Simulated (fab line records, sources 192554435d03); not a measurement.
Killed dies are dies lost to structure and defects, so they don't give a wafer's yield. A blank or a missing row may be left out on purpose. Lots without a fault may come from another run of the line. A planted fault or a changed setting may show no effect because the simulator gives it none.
Split-lot experiment | flow n5_finfet | 7 lots, 21 wafers read, on a route of 1938 steps

THE SPLIT
At N5_SD_EPI_P_ETCH_16 (etches SiO2 in CHF3/O2, target depth 5 nm), the setting target_depth_a was moved away from the recipe's 50 angstrom on 5 of the 21 wafers read, by -9.6% to +8.2%. The other wafers ran this setting at the recipe's value.

The reading is taken at the split's own step.

THE READING
etch.depth_nm (the simulator's own value, which no gauge read), in nm, at N5_SD_EPI_P_ETCH_16 (etches SiO2 in CHF3/O2, target depth 5 nm). The file gives no usual value for it. The 16 wafers here that ran the recipe average 4.941 nm, standard deviation 0.071 nm.

wafer  | tool, chamber at the split | target_depth_a as run, angstrom | against the recipe | etch.depth_nm, nm | against lot-mates on the recipe
L074.1 | rie_diel-05, 1             | 46.09                           | -7.8%              | 4.619             | -0.396
L074.3 | rie_diel-05, 0             | 50                              | recipe             | 5.032             | -
L074.5 | rie_diel-05, 3             | 50                              | recipe             | 4.997             | -
L076.1 | rie_diel-02, 2             | 50                              | recipe             | 4.799             | -
L076.4 | rie_diel-02, 0             | 50                              | recipe             | 4.879             | -
L076.6 | rie_diel-02, 2             | 45.18                           | -9.6%              | 4.412             | -0.427
L077.1 | rie_diel-05, 0             | 50                              | recipe             | 4.969             | -
L077.2 | rie_diel-05, 2             | 50                              | recipe             | 4.953             | -
L077.4 | rie_diel-05, 3             | 50                              | recipe             | 4.936             | -
L079.1 | rie_diel-02, 3             | 50                              | recipe             | 4.869             | -
L079.2 | rie_diel-02, 2             | 50                              | recipe             | 4.805             | -
L079.6 | rie_diel-02, 3             | 51.52                           | +3.0%              | 5.033             | +0.196
L083.1 | rie_diel-02, 1             | 50                              | recipe             | 5.024             | -
L083.2 | rie_diel-02, 0             | 54.12                           | +8.2%              | 5.323             | +0.288
L083.5 | rie_diel-02, 1             | 50                              | recipe             | 5.047             | -
L086.2 | rie_diel-05, 0             | 50                              | recipe             | 4.926             | -
L086.3 | rie_diel-05, 2             | 50                              | recipe             | 4.937             | -
L086.6 | rie_diel-05, 2             | 50                              | recipe             | 4.968             | -
L087.1 | rie_diel-05, 2             | 50                              | recipe             | 4.955             | -
L087.3 | rie_diel-05, 1             | 50                              | recipe             | 4.968             | -
L087.6 | rie_diel-05, 0             | 51.93                           | +3.9%              | 5.076             | +0.114

THE FIT
A straight line over all 21 wafers: etch.depth_nm changes by +0.0469 nm for each +1% of target_depth_a; r = +0.92; the points scatter about the line by 0.07 nm.
The same after taking each lot's own level away (the mean of its wafers on the recipe; 21 wafers): +0.0431 nm for each +1%; r = +0.98; scatter 0.034 nm.
On that fit, the largest move of target_depth_a shifts the reading by 0.42 nm.
The lots' own levels span 4.8370 to 5.0355 nm, that is 2.8 times the standard deviation above.
So the lot-to-lot level changes the slope little: the two slopes agree.
Check: with one of the wafers moved furthest among these (-9.6%) left out of the fit, the line predicts -0.417 nm for it against its lot-mates. It came out at -0.427 nm against them.

OTHER SPLITS ON THESE WAFERS
These wafers also went through other splits before the reading. Each is held against what the fit with the lots' levels taken away leaves over:
other split on the same wafers           | wafers away from the commonest value | r with etch.depth_nm (lot level and that fit taken away)
N5_PMOS_HMC_CHANNEL_EPI_COAT_31 spin_rpm | 6                                    | +0.00
N5_PMOS_HMC_CHANNEL_EPI_COAT_03 spin_rpm | 6                                    | +0.28
N5_FIN_SAQP_ETCH_65 time_s               | 10                                   | +0.04
N5_DUMMY_GATE_COAT_28 spin_rpm           | 8                                    | -0.13
N5_SPACER0_ALD_00 ald_cycles             | 7                                    | +0.40

THE FILE'S OWN FIT
etch.depth_nm changes by +0.0432 nm for each +1% of target_depth_a, r = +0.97.
